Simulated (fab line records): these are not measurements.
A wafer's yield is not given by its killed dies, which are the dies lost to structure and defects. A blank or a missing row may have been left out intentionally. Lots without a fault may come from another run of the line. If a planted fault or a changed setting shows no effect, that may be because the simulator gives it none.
Which tool was responsible? | flow n5Finfet | 10 lots, 30 wafers sampled, at 5 steps of a route of 1938

## WHAT THE GAUGES READ, wafer by wafer
N5_BEOL_M11_CD_MEAS_28 targets a cd of 70 nm. Usual: cdNm reads 70.4 nm (standard deviation 0.94).
lot  | measured     | on       | cdNm (nm)      | flag
L293 | day 11 02:31 | cdSem-02 | 70.5 68.5 69.8 | 
L296 | day 11 16:53 | cdSem-01 | 71.1 70.9 71.6 | 
L298 | day 12 16:26 | cdSem-01 | 70.4 71.0 72.2 | 
L302 | day 13 12:08 | cdSem-02 | 70.4 70.3 70.7 | 
L304 | day 13 23:40 | cdSem-03 | 68.9 67.4 70.1 | 
L307 | day 14 16:41 | cdSem-02 | 70.3 70.6 70.4 | 
L309 | day 14 22:19 | cdSem-02 | 70.7 70.9 70.5 | 
L306 | day 15 09:03 | cdSem-02 | 74.0 75.2 75.8 | OFF
L311 | day 16 18:34 | cdSem-03 | 73.0 73.2 74.9 | OFF
L315 | day 17 16:02 | cdSem-01 | 71.5 69.5 69.4 | 

N5_BEOL_M11_INSPECT_30: inspects for defects (brightfield). Usual: rawDefectCount reads 382 (standard deviation 88).
lot  | measured     | on               | rawDefectCount | flag
L293 | day 11 02:34 | defectInspect-01 | 327 397 385    | 
L296 | day 11 16:56 | defectInspect-02 | 481 350 472    | 
L298 | day 12 16:29 | defectInspect-02 | 464 415 320    | 
L302 | day 13 12:11 | defectInspect-01 | 362 325 359    | 
L304 | day 13 23:43 | defectInspect-02 | 369 270 463    | 
L307 | day 14 16:44 | defectInspect-02 | 445 379 394    | 
L309 | day 14 22:22 | defectInspect-02 | 368 385 305    | 
L306 | day 15 09:06 | defectInspect-01 | 256 232 308    | 
L311 | day 16 18:38 | defectInspect-02 | 568 622 438    | 
L315 | day 17 16:06 | defectInspect-02 | 330 418 459    | 

## EACH LOT AND THE TOOL THAT RAN IT (in order: tool; ch and the chambers of the sampled wafers; start)
lot  | N5_BEOL_M11_STRIP_67              | N5_BEOL_M11_HM_OPEN_17           | N5_BEOL_M11_EXPOSE_25
L293 | rieDiel-04 ch 0,1,2, day 11 00:01 | rieMetal-02 ch 0,1, day 11 00:03 | arfiScanner-01 ch 0, day 11 02:23
L296 | rieDiel-03 ch 0,1, day 11 15:35   | rieMetal-01 ch 0,1, day 11 15:39 | arfiScanner-01 ch 0, day 11 16:46
L298 | rieDiel-05 ch 1,2, day 12 15:28   | rieMetal-01 ch 0, day 12 15:31   | arfiScanner-02 ch 0, day 12 16:19
L302 | rieDiel-05 ch 0,3, day 13 10:41   | rieMetal-03 ch 0,1, day 13 10:44 | arfiScanner-02 ch 0, day 13 12:00
L304 | rieDiel-04 ch 0,1,2, day 13 22:56 | rieMetal-03 ch 0,1, day 13 22:58 | arfiScanner-01 ch 0, day 13 23:31
L307 | rieDiel-03 ch 0,3, day 14 14:47   | rieMetal-01 ch 0,1, day 14 14:50 | arfiScanner-02 ch 0, day 14 16:33
L309 | rieDiel-04 ch 0,2,3, day 14 18:50 | rieMetal-02 ch 0, day 14 18:52   | arfiScanner-01 ch 0, day 14 22:11
L306 | rieDiel-05 ch 1,2, day 15 05:29   | rieMetal-01 ch 0, day 15 05:31   | arfiScanner-01 ch 0, day 15 08:55
L311 | rieDiel-04 ch 1,2, day 16 15:47   | rieMetal-02 ch 1, day 16 15:50   | arfiScanner-01 ch 0, day 16 18:26
L315 | rieDiel-04 ch 1,2,3, day 17 15:19 | rieMetal-03 ch 0,1, day 17 15:22 | arfiScanner-03 ch 0, day 17 15:55
- N5_BEOL_M11_STRIP_67: strips in CF4.
- N5_BEOL_M11_HM_OPEN_17: chemistry Cl2/BCl3, target TiN, target depth 20 nm, overetch 6 nm.
- N5_BEOL_M11_EXPOSE_25: exposes mask V10.

## WHAT THE TOOLS THEMSELVES READ (means of the sampled wafers that have a number; where no wafer has one, the mark that the record gives instead)
N5_BEOL_M11_STRIP_67. Usual: drypumpMotorCurrentA 5.6 A, standard deviation 0.48; oesProductAu 0.78 a.u., standard deviation 0.084; rfVppV 271.3 V, standard deviation 1.4; showerheadPlenumPTorr 1.80 Torr, standard deviation 0.048; throttleValvePct 13.63 %, standard deviation 0.29.
lot  | tool       | drypumpMotorCurrentA (A) | oesProductAu (a.u.) | rfVppV (V) | showerheadPlenumPTorr (Torr) | throttleValvePct (%) | flag
L293 | rieDiel-04 | 6.1                      | 0.72                | 270.0      | 1.76                         | 13.74                | 
L296 | rieDiel-03 | 5.2                      | 0.77                | 271.4      | 1.78                         | 13.66                | 
L298 | rieDiel-05 | 5.3                      | 0.71                | 270.3      | 1.77                         | 13.64                | 
L302 | rieDiel-05 | 5.8                      | 0.72                | 270.4      | 1.80                         | 13.82                | 
L304 | rieDiel-04 | 6.1                      | 0.79                | 271.5      | 1.83                         | 13.61                | 
L307 | rieDiel-03 | 5.5                      | 0.78                | 271.5      | 1.78                         | 13.71                | 
L309 | rieDiel-04 | 5.9                      | 0.84                | 270.8      | 1.81                         | 13.41                | 
L306 | rieDiel-05 | 5.5                      | 0.69                | 270.3      | 1.77                         | 13.76                | 
L311 | rieDiel-04 | 5.9                      | 0.79                | 271.4      | 1.83                         | 13.72                | 
L315 | rieDiel-04 | 5.7                      | 0.82                | 271.4      | 1.81                         | 13.52                | 

N5_BEOL_M11_HM_OPEN_17. Usual: biasW 126.0 W, standard deviation 0.4; drypumpMotorCurrentA 5.7 A, standard deviation 0.39; oesProductAu 0.68 a.u., standard deviation 0.092; rfFwdPowerW 993 W, standard deviation 3.2; throttleValvePct 22.10 %, standard deviation 0.18.
lot  | tool        | biasW (W) | drypumpMotorCurrentA (A) | oesProductAu (a.u.) | rfFwdPowerW (W) | throttleValvePct (%) | flag
L293 | rieMetal-02 | 125.9     | 5.6                      | 0.63                | 992             | 22.10                | 
L296 | rieMetal-01 | 126.0     | 5.7                      | 0.71                | 991             | 21.94                | 
L298 | rieMetal-01 | 126.5     | 5.4                      | 0.79                | 990             | 21.88                | 
L302 | rieMetal-03 | 125.9     | 6.0                      | 0.68                | 994             | 22.30                | 
L304 | rieMetal-03 | 126.4     | 5.9                      | 0.71                | 997             | 22.27                | 
L307 | rieMetal-01 | 126.3     | 5.6                      | 0.69                | 992             | 21.96                | 
L309 | rieMetal-02 | 126.5     | 5.8                      | 0.57                | 993             | 22.00                | 
L306 | rieMetal-01 | 126.2     | 5.3                      | 0.75                | 993             | 21.87                | 
L311 | rieMetal-02 | 126.2     | 5.2                      | 0.67                | 995             | 22.39                | 
L315 | rieMetal-03 | 126.2     | 5.8                      | 0.69                | 993             | 22.28                | 

N5_BEOL_M11_EXPOSE_25. Usual: exposureDoseMJCm2 reads 85.43 (standard deviation 0.076).
lot  | tool           | exposureDoseMJCm2 | flag
L293 | arfiScanner-01 | 85.36             | 
L296 | arfiScanner-01 | 85.51             | 
L298 | arfiScanner-02 | 85.45             | 
L302 | arfiScanner-02 | 85.49             | 
L304 | arfiScanner-01 | 85.41             | 
L307 | arfiScanner-02 | 85.44             | 
L309 | arfiScanner-01 | 85.40             | 
L306 | arfiScanner-01 | 90.23             | OFF
L311 | arfiScanner-01 | 89.26             | OFF
L315 | arfiScanner-03 | 85.45             | 

## THE ANSWER, worked out from the rows above alone
Rule: a lot counts as off when the mean over its wafers that have a number is more than 3 standard deviations away from the usual mean. Also off: a lot with no number at a reading for which 4 or more lots have one. Any other lot the step has rows for is counted as sound. The gauges are gone through in route order, then the tools' own readings, and for those a lot's mean is taken as printed above. The first step at which some lot is off is used, and at that step the reading that is off furthest; a lot without a number counts as furthest.
Off at N5_BEOL_M11_CD_MEAS_28 (cdNm): L306, L311.
If a tool, at a process step before that reading, ran all the lots that are off and no sound lot after the first of them, it fits. Not tried: the gauges at N5_BEOL_M11_CD_MEAS_28; whatever is off there is also off at N5_BEOL_M11_EXPOSE_25, on other tools, and gauge error can't account for it. One fits: N5_BEOL_M11_EXPOSE_25 on arfiScanner-01. A fault onset in the window from L309 (day 14 22:11, its last sound lot) to L306 (day 15 08:55, its first lot off) fits.
On the lots that are off, the tool's own readings at N5_BEOL_M11_EXPOSE_25 differ by more than 5 times the standard deviation of the sound lots' means, which bears it out; exposureDoseMJCm2 reads 89.75 there versus 85.44 on the sound lots.

## WHAT HAD BEEN PUT IN BY THE SIMULATOR
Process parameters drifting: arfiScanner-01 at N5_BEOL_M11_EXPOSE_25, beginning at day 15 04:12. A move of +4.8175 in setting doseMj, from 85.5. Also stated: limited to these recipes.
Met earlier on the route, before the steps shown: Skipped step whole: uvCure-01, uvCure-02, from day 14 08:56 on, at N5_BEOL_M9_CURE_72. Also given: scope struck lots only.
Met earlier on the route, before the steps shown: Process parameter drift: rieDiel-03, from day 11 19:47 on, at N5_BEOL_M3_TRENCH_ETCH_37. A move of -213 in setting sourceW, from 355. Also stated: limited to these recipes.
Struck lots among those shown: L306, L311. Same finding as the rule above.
